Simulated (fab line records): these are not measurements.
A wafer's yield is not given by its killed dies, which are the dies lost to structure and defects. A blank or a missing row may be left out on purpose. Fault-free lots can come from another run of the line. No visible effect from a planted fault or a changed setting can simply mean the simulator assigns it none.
Matching of chambers    flow nand harc    rie diel-09 running NHARC_A_STAIRCASE_TRIM_20: 4 sister chambers
The step chemistry O2, time 211.2 s. 16 wafers are shown with their chamber, then 8 later ones without.

## WAFERS PAIRED WITH THEIR CHAMBERS
wafer   chamber  showerhead plenum p Torr (Torr)  drypump motor current A (A)  oes product au (a.u.)
L078.4  2        3.54                             6.4                          0.991
L078.5  3        3.76                             5.9                          1.026
L078.6  0        3.65                             6.0                          1.003
L080.3  1        3.44                             5.9                          1.006
L080.4  0        3.64                             6.0                          1.003
L080.6  2        3.54                             6.4                          1.001
L083.1  2        3.53                             6.5                          0.994
L083.2  0        3.64                             6.0                          1.000
L083.6  2        3.53                             6.5                          0.991
L086.1  0        3.64                             6.0                          1.012
L086.5  1        3.43                             5.9                          1.002
L086.6  2        3.53                             6.5                          0.991
L090.1  3        3.74                             5.8                          1.017
L090.2  2        3.52                             6.5                          1.006
L090.5  3        3.74                             5.9                          1.019
L091.2  0        3.63                             6.0                          0.998

SIGNATURES, as means of the wafers listed above
reading                   chamber 0  chamber 1  chamber 2  chamber 3  scatter within a chamber
showerhead plenum p Torr  3.6400     3.4350     3.5317     3.7467     0.00816
drypump motor current A   6.000      5.900      6.467      5.867      0.0408
oes product au            1.00320    1.00400    0.99567    1.02067    0.00556
Rule: for each reading, subtract the chamber's mean from the wafer's reading, divide by that reading's scatter and square the result; add these up over the readings and take the root, which gives the wafer's distance from the chamber. If the next closest chamber is less than 2 further off than the closest, the wafer can't be placed; otherwise it belongs to the closest. The scatter: take each reading less its chamber's mean, square it, sum over the shown wafers, divide by the number of wafers less the number of chambers, and take the root.

## WAFERS WHOSE CHAMBER IS MISSING
wafer   showerhead plenum p Torr (Torr)  drypump motor current A (A)  oes product au (a.u.)
L091.4  3.52                             6.4                          1.012
L091.5  3.52                             6.5                          1.007
L092.1  3.42                             5.9                          0.988
L092.2  3.63                             6.0                          0.993
L092.3  3.52                             6.5                          1.000
L097.4  3.51                             6.5                          1.004
L097.5  3.72                             5.8                          1.002
L097.6  3.51                             6.5                          0.997

## THE CHAMBER EACH PASSED THROUGH
wafer   from the rows above  in truth
L091.4  2                    2
L091.5  2                    2
L092.1  1                    1
L092.2  0                    0
L092.3  2                    2
L097.4  2                    2
L097.5  3                    3
L097.6  2                    2
Correctly placed: 8 of 8. From these rows, 0 cannot be placed. Wrongly placed: 0.
